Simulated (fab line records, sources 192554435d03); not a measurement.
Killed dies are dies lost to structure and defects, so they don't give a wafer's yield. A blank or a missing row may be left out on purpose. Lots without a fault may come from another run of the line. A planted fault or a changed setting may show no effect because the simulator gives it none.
One fault seen from 2 desks | flow n5_finfet | each desk has only its own numbers; what lay behind them comes last

THE METROLOGY DESK
What the gauges read, lot by lot, whatever tool the lot ran on: means of the sampled wafers that have a number. A lot is out of limits, marked OUT, if its mean lies more than 4 standard deviations from the usual mean; the brackets give that distance.
Columns: A = cd_nm at N5_BEOL_M6_CD_MEAS_35, usual 39.5 nm; B = M6_THK at N5_BEOL_M6_THK_MEAS_53, usual 77.9 nm
lot  | first seen here | A    | B
L794 | day 8 22:57     | 39.9 | 77.9
L793 | day 8 23:03     | 39.0 | 79.2
L796 | day 9 19:29     | 40.0 | 78.7
L798 | day 9 21:56     | 38.8 | 77.3
L799 | day 10 09:38    | 39.4 | 77.9
L803 | day 10 23:57    | 40.4 | 77.1
L804 | day 11 14:55    | 39.9 | 77.1
L805 | day 12 00:11    | 39.0 | 80.9
L806 | day 12 10:35    | 40.6 | 78.0
L812 | day 13 22:34    | 39.3 | 75.4
L816 | day 14 16:07    | 38.7 | 80.4
L815 | day 14 19:16    | 39.6 | 79.6
This desk's finding: nothing out of limits on any of the 12 lots.

THE TOOL OWNER'S DESK: cvd_co-01
The tool's own readings at N5_BEOL_M6_CVD_78 (deposits Co from CCTBA/H2, target thk 2 nm, time 142.3 s): means of the sampled wafers that have a number, for each lot that ran on this tool. A lot is out of limits, marked OUT, if its mean lies more than 4 standard deviations from the usual mean; the brackets give that distance.
Columns: A = run_length_s at N5_BEOL_M6_CVD_78, usual 165.0 s
lot  | first seen here | A
L794 | day 9 00:04     | 165.1
L796 | day 9 21:29     | 164.7
L799 | day 10 10:43    | 164.8
L803 | day 11 00:50    | 164.8
L804 | day 11 16:08    | 165.2
L806 | day 12 11:41    | 166.1
L812 | day 13 23:38    | 166.6
This desk's finding: nothing out of limits on any of the 7 lots.

PUT TOGETHER
The metrology desk saw nothing out of limits.
The tool owner's desk saw nothing out of limits.

WHAT THE SIMULATOR HAD PUT IN
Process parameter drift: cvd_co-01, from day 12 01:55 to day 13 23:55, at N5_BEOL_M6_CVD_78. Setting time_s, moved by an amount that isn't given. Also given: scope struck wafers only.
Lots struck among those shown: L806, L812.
